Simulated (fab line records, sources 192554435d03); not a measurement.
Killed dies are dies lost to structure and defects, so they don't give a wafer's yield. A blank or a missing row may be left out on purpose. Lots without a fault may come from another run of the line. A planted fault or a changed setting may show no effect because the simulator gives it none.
Which tool did it? | flow n5_finfet | 12 lots, 36 wafers sampled, at 2 steps of a route of 1938

WHAT THE GAUGES READ, wafer by wafer
N5_BEOL_M3_INSPECT_59: inspects for defects (darkfield).
lot  | measured     | on                | raw_defect_count
L076 | day 8 03:51  | defect_inspect-01 | 37 47 56
L077 | day 8 12:41  | defect_inspect-01 | 71 91 99
L079 | day 8 19:22  | defect_inspect-01 | 55 55 54
L081 | day 9 09:53  | defect_inspect-01 | 60 73 77
L083 | day 9 21:22  | defect_inspect-02 | 59 39 62
L084 | day 10 03:07 | defect_inspect-01 | 91 59 56
L086 | day 11 12:08 | defect_inspect-02 | 62 67 57
L088 | day 11 17:46 | defect_inspect-02 | 46 62 64
L091 | day 13 08:13 | defect_inspect-02 | 101 64 74
L094 | day 13 13:59 | defect_inspect-02 | 75 75 90
L092 | day 13 19:44 | defect_inspect-02 | 47 69 73
L097 | day 14 02:17 | defect_inspect-01 | 52 66 65

WHICH TOOL RAN EACH LOT (tool, then ch and the chambers of the sampled wafers, then the start)
lot  | N5_BEOL_M3_SPUTTER_86
L076 | pvd_sputter-03, day 8 01:41
L077 | pvd_sputter-03, day 8 09:58
L079 | pvd_sputter-02, day 8 17:11
L081 | pvd_sputter-02, day 9 07:08
L083 | pvd_sputter-01, day 9 19:11
L084 | pvd_sputter-03, day 10 00:56
L086 | pvd_sputter-03, day 11 09:32
L088 | pvd_sputter-03, day 11 14:41
L091 | pvd_sputter-02, day 13 06:02
L094 | pvd_sputter-02, day 13 11:46
L092 | pvd_sputter-03, day 13 17:32
L097 | pvd_sputter-01, day 14 00:07
- N5_BEOL_M3_SPUTTER_86: material Cu, target thk 4.5 nm, time 8.29 s.

THE ANSWER, worked out from the rows above alone
Rule: what is usual is taken from the lots themselves. Put in order of their means at a reading, lots are off if they are a third of the lots or fewer, leave a main group of 4 or more, and stand apart from it by a gap of 3 or more times the standard deviation of the main group's means; of several such gaps the widest counts. A main group whose means are all the same, to the digits that the tables above print for the reading, isn't used. A lot without any number at a reading at which 4 lots or more have one is off too. The other lots that the step has rows for count as sound.
No lot is off at any reading shown: from this, nothing can be told.

WHAT THE SIMULATOR HAD PUT IN
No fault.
